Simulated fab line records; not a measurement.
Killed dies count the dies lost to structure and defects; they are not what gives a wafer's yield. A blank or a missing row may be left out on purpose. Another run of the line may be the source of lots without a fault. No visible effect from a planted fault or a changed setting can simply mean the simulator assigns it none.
Matching of chambers    flow nandHarc    4 sister chambers for NHARC_P_BONDPAD_CMP_19 on cmp-03
The step polishes, t overpolish 30 s, cu recess touch 16 s, target thk 160.81 nm. 4 wafers are shown with their chamber, then 9 later ones without.

== EACH WAFER AND ITS CHAMBER ==
wafer   chamber  motorCurrentA (A)
L076.5  0        8.4
L086.1  3        11.3
L086.2  2        12.9
L086.5  1        10.4

== WAFERS MISSING THEIR CHAMBER ==
wafer   motorCurrentA (A)
L087.1  11.6
L087.5  8.3
L087.6  10.4
L089.2  11.2
L089.4  8.0
L089.6  11.9
L095.3  11.2
L095.4  12.0
L095.6  11.8

== THE CHAMBER EACH PASSED THROUGH ==
wafer   from the rows above      in truth
L087.1  3                        3
L087.5  0                        0
L087.6  1                        1
L089.2  can't be placed: 3 or 1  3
L089.4  0                        0
L089.6  can't be placed: 3 or 2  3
L095.3  can't be placed: 3 or 1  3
L095.4  can't be placed: 3 or 2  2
L095.6  can't be placed: 3 or 2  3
Correctly placed: 4 of 9. Cannot be placed on the basis of these rows: 5; the candidates contain the true chamber in 5. 0 placed wrongly.
How it was worked out, from the rows above alone: a wafer's distance from a chamber is the root of the sum, over the readings, of the square of ((its reading less the chamber's mean) divided by the reading's scatter). If the next closest chamber is less than 2 further off than the closest, the wafer can't be placed; otherwise it belongs to the closest. The mean given for a chamber averages the wafers shown for that chamber. The scatter (one wafer shown for each chamber): square how far every hidden wafer sits from the nearest shown wafer, average those squares and take the square root.
